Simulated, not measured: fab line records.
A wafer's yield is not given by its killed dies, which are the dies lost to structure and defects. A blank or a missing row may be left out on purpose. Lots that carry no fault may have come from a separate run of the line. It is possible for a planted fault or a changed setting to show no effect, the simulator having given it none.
A struck lot beside a sound one :: flow n5-finfet :: 19 out of 1938 route steps
Sound: the wafers L264.2, L264.4, L264.5. Struck: wafer L272.4. (L272.3, L272.6 of the same lot were not struck and are left out.) The cause comes at the end.
Order at every step that has rows: each side's tool, ch and its chambers, its first start. Under that, the readings that differ: sound wafers :: struck wafers :: difference of the means :: sigmas: that difference in standard deviations of wafers without a fault.
alike: readings with means less than 2 such deviations apart, plus words and numbers identical on both sides. not compared: withheld readings, readings lacking a value on some wafer, bounds such as >300 that could conceal the same value, and numbers that have no deviation in the record and whose values overlap.
Wherever a step has rows on one side only, a row that says differs or no value, or a row with sigmas, the two part there. Non-overlapping numbers with no deviation appear without sigmas and do not part them. Lack of a reading on every wafer of one side parts them only where that side has two or more wafers.

N5_BEOL_M14_ETCH_68: etches SOC in N2/H2, time 450 s.
  sound on rie-diel-01 ch 1,3, day 13 05:30; struck on rie-diel-01 ch 3, day 15 03:29
  alike: drypump-motor-current-A, oes-product-au, rf-fwd-power-W, rf-vpp-V, showerhead-plenum-p-Torr, throttle-valve-pct
  not compared: rf-hours-counter-h
then, 3 steps without rows for these wafers: N5_BEOL_M14_STRIP_69 (strips in N2/H2); N5_BEOL_M14_TRENCH_ETCH_34 (etches SiO2 in C4F8/O2/Ar, target depth 556.65 nm, time 126.9 s); N5_BEOL_M14_STRIP_70 (strips in C4F8/O2/Ar).
N5_BEOL_M14_OCD_MEAS_35:
  sound on ocd-02 at day 13 05:56; struck on ocd-02 at day 15 03:55
  alike: trench-depth-nm
then, 4 steps without rows for these wafers: N5_BEOL_M14_STRIP_37 (strips in O2); N5_BEOL_M14_ETCH_38 (etches SiCN in CF4/N2, target depth 106.5 nm, time 120.6 s); N5_BEOL_M14_PRECLEAN_39 (cleans in residue remover, time 60 s); N5_BEOL_M14_SRD_40 (time 30 s, dry time 30 s).
N5_BEOL_M14_DEGAS_41: time 60 s.
  sound on pvd-sputter-02 at day 13 07:26; struck on pvd-sputter-01 at day 15 06:10
  alike: heater-power-w
N5_BEOL_M14_PRE_CLEAN_42: time 30 s.
  sound on pvd-sputter-02 at day 13 07:29; struck on pvd-sputter-01 at day 15 06:12
  alike: heater-power-w
then, 1 step without rows for these wafers: N5_BEOL_M14_SPUTTER_43 (material TaN, target thk 15 nm, time 24.19 s).
N5_BEOL_M14_SPUTTER_44: material Ta, target thk 15 nm, time 24.19 s.
  sound on pvd-sputter-02 at day 13 07:36; struck on pvd-sputter-01 at day 15 06:19
reading: cathode-dc-power-W (W)
sound: 15001 15004 14997
struck: 11120
difference: -3881
sigmas: -99 or more

reading: throttle-valve-pct (%)
sound: 30.3 28.3 30.2
struck: 33.4
difference: +3.8
sigmas: +3

reading: model.Ta_of_BEOL_M14_SPUTTER_44.thk-nm (nm)
sound: 15 15 15
struck: 11.2
difference: -3.8
sigmas: 
N5_BEOL_M14_SPUTTER_45: material Cu, target thk 100 nm, time 16.67 s.
  sound on pvd-sputter-02 at day 13 07:41; struck on pvd-sputter-01 at day 15 06:24
reading: throttle-valve-pct (%)
sound: 30.2 28.0 30.0
struck: 33.1
difference: +3.7
sigmas: +3
  alike: cathode-dc-power-W
then, 1 step without rows for these wafers: N5_BEOL_M14_ECD_47 (material Cu, target thk 1248 nm).
N5_BEOL_M14_ANNEAL_48: time 90 s.
  sound on rtp-anneal-01 ch 0, day 13 08:05; struck on rtp-anneal-02 ch 0, day 15 06:48
reading: anneal-temp-c (C)
sound: 224.93 225.08 224.96
struck: 225.33
difference: +0.34
sigmas: +2
  alike: anneal-temp-c-max, wafer_temp_C_max
N5_BEOL_M14_CMP_49: polishes, stops on SiO2, t overpolish 5.2 s, target thk 560 nm.
  sound on cmp-04 ch 1,2,3, day 13 08:23; struck on cmp-02 ch 0, day 15 07:00
reading: barrier-field-endpoint-s (s)
sound: 11.15 11.24 11.63
struck: 9.65
difference: -1.69
sigmas: -6
  alike: motor-current-A
N5_BEOL_M14_THK_MEAS_50: measures by xrf.
  sound on film-metro-02 at day 13 08:38; struck on film-metro-02 at day 15 07:18
  alike: M14_THK
N5_PASSIVATION_PROBE_49:
  the record has rows for the sound wafers here (prober-02, day 14 06:16) and none for the struck ones

## WHERE THEY PART
Earliest at N5_BEOL_M14_SPUTTER_44; latest, in this record, at N5_PASSIVATION_PROBE_49.

WHY: what had been put in by the simulator
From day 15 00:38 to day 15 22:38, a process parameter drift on pvd-sputter-01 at N5_BEOL_M14_SPUTTER_44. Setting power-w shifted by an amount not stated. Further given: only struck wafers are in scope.
